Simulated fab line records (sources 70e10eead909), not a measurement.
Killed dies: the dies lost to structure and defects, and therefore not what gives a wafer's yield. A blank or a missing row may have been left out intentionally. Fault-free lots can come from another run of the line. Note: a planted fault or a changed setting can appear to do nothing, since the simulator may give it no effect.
Comparing a struck lot with a sound one | flow nand-harc | 39 steps out of a route of 1302
Sound: these wafers, L839.1, L839.3, L839.5. Struck: wafer L836.2. (L836.6 of the same lot was not struck and is left out.) The cause comes at the end.
Per side, at each step with rows, come the tool, then ch with its chambers, and then its first start. Under that, the readings that differ: sound wafers | struck wafers | difference of the means | sigmas: that difference in standard deviations of wafers without a fault.
alike: words and numbers the same on both sides, and readings whose means are apart by under 2 such deviations; not compared: readings that were withheld, readings missing a value for some wafer, numbers with overlapping values and no deviation given by the record, and bounds like >300 which may hide the same value.
Wherever a step has rows on one side only, a row that says differs or no value, or a row with sigmas, the two part there. Numbers that have no deviation but don't overlap get no sigmas and don't part them. A reading that every wafer of one side lacks parts them only if that side has two wafers or more.

first, 10 steps without rows for these wafers: NHARC_A_CHANNEL_HOLE_D2_DEP_00 (deposits aC, target thk 3100 nm); NHARC_A_CHANNEL_HOLE_D2_DEP_01 (deposits SiON, target thk 140 nm); NHARC_A_CHANNEL_HOLE_D2_DEHYDRATE_02 (time 120 s); NHARC_A_CHANNEL_HOLE_D2_HMDS_03 (time 30 s); NHARC_A_CHANNEL_HOLE_D2_COAT_36 (time 75 s); NHARC_A_CHANNEL_HOLE_D2_COAT_37 (time 65 s); NHARC_A_CHANNEL_HOLE_D2_COAT_04 (resist thk 90 nm); NHARC_A_CHANNEL_HOLE_D2_SOFTBAKE_05 (time 55 s); NHARC_A_CHANNEL_HOLE_D2_EBR_06; NHARC_A_CHANNEL_HOLE_D2_EXPOSE_07 (exposes mask HOLE D2, target cd 100 nm).
NHARC_A_CHANNEL_HOLE_D2_PEB_08: peb time 65 s.
  sound on litho-track-06 ch 0, day 22 07:04; struck on litho-track-04 ch 0, day 21 10:13
then, 1 step without rows for these wafers: NHARC_A_CHANNEL_HOLE_D2_DEVELOP_09 (develop time 35 s).
NHARC_A_CHANNEL_HOLE_D2_CD_MEAS_10 targets a cd of 100 nm.
  sound on cd-sem-02 ch 0, day 22 07:09; struck on cd-sem-03 ch 0, day 21 10:17
  reading    | sound             | struck | difference | sigmas
  cd-nm (nm) | 100.1 100.2 100.7 | 113.9  | +13.6      | +34
NHARC_A_CHANNEL_HOLE_D2_DESCUM_15: chemistry O2, time 3 s.
  sound on rie-diel-11 ch 1,3, day 22 07:20; struck on rie-diel-11 ch 3, day 21 10:31
  reading                            | sound             | struck | difference | sigmas
  model.A_CHANNEL_HOLE_D2.cd-nm (nm) | 100.3 100.3 100.6 | 114.4  | +14.0      |
  alike: chamber-pressure-mTorr, drypump-motor-current-A, oes-product-au, rf-vpp-V, showerhead-plenum-p-Torr, throttle-valve-pct
  not compared: rf-hours-counter-h
then, 4 steps without rows for these wafers: NHARC_A_CHANNEL_HOLE_D2_ETCH_38 (etches the open film in CF4, target depth 39 nm, time 65 s); NHARC_A_CHANNEL_HOLE_D2_ETCH_39 (etches the open film in N2/H2, target depth 260 nm, time 325 s); NHARC_A_CHANNEL_HOLE_D2_ETCH_34 (etches the open film in CF4/CHF3, target depth 154 nm, time 77 s); NHARC_A_CHANNEL_HOLE_D2_ETCH_16 (etches the open film in O2/COS, target depth 3100 nm, time 806 s).
NHARC_A_CHANNEL_HOLE_D2_CD_MEAS_18:
  sound: cd-sem-02 at day 22 08:26; struck: cd-sem-03 at day 21 11:37
  reading    | sound            | struck | difference | sigmas
  cd-nm (nm) | 101.0 99.9 100.5 | 115.4  | +14.9      | +11
then, 12 steps without rows for these wafers: NHARC_A_CHANNEL_HOLE_D2_ETCH_19 (etches the open film in C4F8/O2/Ar, time 34.5 s); NHARC_A_CHANNEL_HOLE_D2_ETCH_20 (etches the open film in C4F8/O2/Ar, time 361.9 s, target depth 1600 nm); NHARC_A_CHANNEL_HOLE_D2_ETCH_21 (etches the open film in C4F8/O2/Ar, time 514.3 s, target depth 1600 nm); NHARC_A_CHANNEL_HOLE_D2_ETCH_22 (etches the open film in C4F8/O2/Ar, time 666.7 s, target depth 1600 nm); NHARC_A_CHANNEL_HOLE_D2_ETCH_23 (etches the open film in C4F8/O2/Ar, time 819 s, target depth 1600 nm); NHARC_A_CHANNEL_HOLE_D2_ETCH_24 (etches the open film in C4F8/O2/Ar, time 906.2 s, target depth 1500 nm); NHARC_A_CHANNEL_HOLE_D2_ETCH_25 (etches the open film in C4F8/O2/Ar, time 1040.2 s, target depth 1500 nm); NHARC_A_CHANNEL_HOLE_D2_ETCH_26 (etches the open film in C4F8/O2/Ar, time 224.1 s, target depth 300 nm); NHARC_A_CHANNEL_HOLE_D2_ETCH_27 (etches the open film in C4F8/O2/Ar, time 90 s, target depth 400 nm); NHARC_A_CHANNEL_HOLE_D2_STRIP_41 (strips in N2/H2); NHARC_A_CHANNEL_HOLE_D2_STRIP_42 (strips in CF4/CHF3); NHARC_A_CHANNEL_HOLE_D2_STRIP_43 (strips in O2/COS).
NHARC_A_CHANNEL_HOLE_D2_ETCH_44: etches the open film in CF4/O2, target depth 140 nm, overetch 14 nm, time 77 s.
  sound on rie-diel-11 ch 0,2, day 22 13:14; struck on rie-diel-11 ch 0, day 21 16:25
  reading                            | sound             | struck | difference | sigmas
  model.A_CHANNEL_HOLE_D2.cd-nm (nm) | 90.66 89.91 91.35 | 104.3  | +13.7      |
  alike: bias-w, chamber-pressure-mTorr, drypump-motor-current-A, oes-product-au, rf-vpp-V, showerhead-plenum-p-Torr, throttle-valve-pct
  not compared: rf-hours-counter-h
then, 3 steps without rows for these wafers: NHARC_A_CHANNEL_HOLE_D2_STRIP_28 (strips in O2); NHARC_A_CHANNEL_HOLE_D2_PRECLEAN_29 (cleans in SC1); NHARC_A_CHANNEL_HOLE_D2_SRD_30.
NHARC_A_CHANNEL_HOLE_D2_CD_MEAS_31:
  sound: cd-sem-02 at day 22 14:02; struck: cd-sem-03 at day 21 17:11
  reading    | sound          | struck | difference | sigmas
  cd-nm (nm) | 89.4 89.7 91.6 | 104.1  | +13.9      | +13
NHARC_A_CHANNEL_HOLE_D2_XSEM_32:
  sound on xsem-02 ch 0, day 22 14:08; struck on xsem-01 ch 0, day 21 17:17
  reading        | sound          | struck | difference | sigmas
  bot-cd-nm (nm) | 74.2 75.6 76.4 | 90.0   | +14.6      | +13
  alike: bow-nm, tilt-deg
-- the record jumps here: 10 days lie between the struck wafers' starts before and after (it left off in module A_CHANNEL_HOLE_D2 and takes up again in module END, whose first step shown is number 1301 of the route) --
NHARC_END_WLT_00:
  sound: prober-01 at day 33 09:16; struck: prober-02 at day 32 02:08
  reading                           | sound             | struck | difference | sigmas
  VT_DECK2_BOTTOM                   | 0.864 0.881 0.873 | 0.911  | +0.038     | +5
  VT_DECK2_BOTTOM_INNER             | 0.865 0.881 0.873 | 0.908  | +0.035     | +5
  VT_DECK2_MEDIAN_NEAR_BOTTOM       | 0.873 0.876 0.874 | 0.908  | +0.034     | +5
  VT_DECK2_MEDIAN_NEAR_BOTTOM_INNER | 0.875 0.869 0.874 | 0.910  | +0.037     | +5
  VT_DECK2_MIDDLE                   | 0.890 0.883 0.888 | 0.921  | +0.034     | +5
  VT_DECK2_MIDDLE_INNER             | 0.885 0.885 0.894 | 0.912  | +0.024     | +4
  VT_DECK2_TOP                      | 0.899 0.889 0.893 | 0.935  | +0.041     | +6
  VT_DECK2_TOP_INNER                | 0.897 0.900 0.905 | 0.925  | +0.024     | +4
  alike: VT_DECK1_BOTTOM, VT_DECK1_BOTTOM_INNER, VT_DECK1_MEDIAN_NEAR_BOTTOM, VT_DECK1_MEDIAN_NEAR_BOTTOM_INNER, VT_DECK1_MIDDLE, VT_DECK1_MIDDLE_INNER, VT_DECK1_TOP, VT_DECK1_TOP_INNER
NHARC_END_SORT_01:
  at this point the record logs the struck wafers (prober-02 ch 0, day 32 05:25) and has no rows for the sound ones

== WHERE THEY PART ==
Earliest at NHARC_A_CHANNEL_HOLE_D2_CD_MEAS_10; latest, in this record, at NHARC_END_SORT_01.

WHY: the cause the simulator had injected
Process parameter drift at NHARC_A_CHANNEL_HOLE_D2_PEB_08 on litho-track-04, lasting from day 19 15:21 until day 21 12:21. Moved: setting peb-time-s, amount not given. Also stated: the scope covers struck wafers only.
